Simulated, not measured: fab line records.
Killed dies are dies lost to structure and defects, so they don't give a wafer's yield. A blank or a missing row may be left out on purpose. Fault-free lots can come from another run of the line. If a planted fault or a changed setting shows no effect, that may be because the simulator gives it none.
Comparing a struck lot with a sound one || flow nand harc || 14 out of 1159 route steps
Sound: wafers L868.3, L868.5, L868.6. Struck: wafer L877.3. (L877.1, L877.5 of the same lot were not struck and are left out.) The cause comes at the end.
Per side, at each step with rows, come the tool, then ch with its chambers, and then its first start. Under that, the readings that differ: sound wafers || struck wafers || difference of the means || sigmas: that difference in standard deviations of wafers without a fault.
alike: readings whose means differ by less than 2 such deviations, and words and numbers that are the same on both sides. not compared: withheld readings, readings that some wafer has no value for, bounds like >300 that may hide the same value, and numbers for which the record gives no deviation and whose values overlap.
Wherever a step has rows on one side only, a row that says differs or no value, or a row with sigmas, the two part there. When numbers do not overlap yet have no deviation, they are printed without sigmas and do not part them. Lack of a reading on every wafer of one side parts them only where that side has two or more wafers.

first, 1 step without rows for these wafers: NHARC_A_M1_PRE_CLEAN_30 (time 30 s).
NHARC_A_M1_PVD_20: deposits TaN, target thk 5 nm, time 8.06 s.
  sound on pvd sputter-03; struck on pvd sputter-03
  alike: throttle valve pct
then, 2 steps without rows for these wafers: NHARC_A_M1_PVD_21 (deposits Cu, target thk 30 nm, time 20.49 s); NHARC_A_M1_ECD_22 (material Cu, target thk 400 nm).
NHARC_A_M1_ANNEAL_31: time 90 s.
  sound on rtp anneal-02 ch 0, day 18 02:36; struck on rtp anneal-02 ch 0, day 20 01:34
  alike: anneal temp c max, wafer_temp_C_max
NHARC_A_M1_CMP_23: polishes, t overpolish 20 s, target thk 154.34 nm.
  sound on cmp-03 ch 0,1,3, day 18 02:55; struck on cmp-02 ch 2, day 20 02:02
{"reading": "time to endpoint s (s)", "sound": "30.1 26.9 30.9", "struck": 24.0, "difference": -5.3, "sigmas": -2}
  alike: motor current A, slurry flow ml min
NHARC_A_M1_THK_MEAS_24: measures by xrf.
  sound: film metro-01 at day 18 03:10; struck: film metro-01 at day 20 02:20
  alike: thk nm
after that, 1 step had no rows for these wafers: NHARC_A_M1_SRD_25.
NHARC_A_M1_INSPECT_27:
  sound: defect inspect-02 at day 18 03:19; struck: defect inspect-01 at day 20 02:29
  alike: raw defect count
then, 1 step without rows for these wafers: NHARC_A_M1_PRE_CLEAN_32 (time 12 s).
NHARC_A_M1_DEP_33: deposits SiCN, target thk 30 nm.
  sound on pecvd-04 ch 0,1, day 18 03:31; struck on pecvd-03 ch 1, day 20 02:40
  alike: heater power w, rf fwd power W, showerhead vpp V
NHARC_A_BONDPAD_DEP_00: deposits SiCN, target thk 250 nm.
  sound on pecvd-01 ch 0,1,2, day 18 04:04; struck on pecvd-01 ch 0, day 20 03:23
{"reading": "rf fwd power W (W)", "sound": "448.1 448.9 450.5", "struck": 269.2, "difference": -180.0, "sigmas": "-99 or more"}
{"reading": "showerhead vpp V (V)", "sound": "1310 1186 1328", "struck": 1009, "difference": -266, "sigmas": -4}
  alike: heater power w
NHARC_A_BONDPAD_CMP_29: polishes SiCN, target thk 200 nm.
  sound on cmp-03 ch 1,2,3, day 18 04:29; struck on cmp-02 ch 3, day 20 03:53
  alike: motor current A, slurry flow ml min
NHARC_END_SORT_01:
  the record has rows for the sound wafers here (prober-02 ch 0, day 20 06:54) and none for the struck ones

== WHERE THEY PART ==
Last at NHARC_END_SORT_01 as far as this record goes, first at NHARC_A_M1_CMP_23.

WHY: whatever the simulator had introduced
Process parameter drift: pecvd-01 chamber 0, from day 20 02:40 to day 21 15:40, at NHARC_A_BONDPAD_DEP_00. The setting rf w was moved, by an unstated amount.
